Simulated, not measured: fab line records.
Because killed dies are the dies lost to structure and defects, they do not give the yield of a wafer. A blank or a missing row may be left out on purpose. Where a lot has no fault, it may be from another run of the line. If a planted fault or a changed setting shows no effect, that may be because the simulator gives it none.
Matching of chambers + flow n5_finfet + N5_BEOL_M0_CMP_120 on cmp-04: 4 sister chambers
The step polishes, stops on SiOC, t overpolish 6.9 s. 8 wafers are shown with their chamber, then 12 later ones without.

## EACH WAFER AND ITS CHAMBER
| wafer  | chamber | motor_current_A (A) | time_to_endpoint_s (s) |
|--------|---------|---------------------|------------------------|
| L082.3 | 2       | 6.9                 | 63                     |
| L085.2 | 3       | 4.5                 | 65                     |
| L087.2 | 0       | 5.3                 | 66                     |
| L087.3 | 2       | 6.9                 | 64                     |
| L087.4 | 1       | 6.6                 | 63                     |
| L090.1 | 1       | 7.1                 | 59                     |
| L090.2 | 0       | 5.2                 | 62                     |
| L090.3 | 3       | 4.8                 | 62                     |

## WAFERS MISSING THEIR CHAMBER
| wafer  | motor_current_A (A) | time_to_endpoint_s (s) |
|--------|---------------------|------------------------|
| L093.1 | 6.6                 | 59                     |
| L093.3 | 6.6                 | 60                     |
| L093.5 | 4.5                 | 58                     |
| L094.1 | 5.3                 | 65                     |
| L094.2 | 6.5                 | 62                     |
| L094.5 | 6.7                 | 66                     |
| L095.2 | 4.7                 | 57                     |
| L095.3 | 6.8                 | 59                     |
| L095.5 | 6.7                 | 58                     |
| L097.2 | 6.5                 | 60                     |
| L097.3 | 6.8                 | 61                     |
| L097.6 | 6.9                 | 63                     |

## WHICH CHAMBER EACH ONE RAN IN
| wafer  | from the rows above     | in truth |
|--------|-------------------------|----------|
| L093.1 | can't be placed: 1 or 2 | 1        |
| L093.3 | can't be placed: 1 or 2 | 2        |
| L093.5 | can't be placed: 3 or 0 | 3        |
| L094.1 | 0                       | 0        |
| L094.2 | can't be placed: 1 or 2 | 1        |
| L094.5 | can't be placed: 2 or 1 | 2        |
| L095.2 | can't be placed: 3 or 0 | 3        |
| L095.3 | can't be placed: 1 or 2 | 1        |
| L095.5 | can't be placed: 1 or 2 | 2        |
| L097.2 | can't be placed: 1 or 2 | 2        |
| L097.3 | can't be placed: 1 or 2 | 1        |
| L097.6 | can't be placed: 2 or 1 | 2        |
Placed correctly: 1 of 12. Unplaceable from these rows: 11, with the true chamber sitting among the candidates in 11. Placed wrongly: 0.
How it was worked out, from the rows above alone: a wafer's distance from a chamber is the root of the sum, over the readings, of the square of ((its reading less the chamber's mean) divided by the reading's scatter). If the next closest chamber is less than 2 further off than the closest, the wafer can't be placed; otherwise it belongs to the closest. A chamber's mean is the mean of its shown wafers. How the scatter is found: for the shown wafers, subtract from each reading the mean of its chamber, square and add these, divide the total by (wafers less chambers), then take the root.
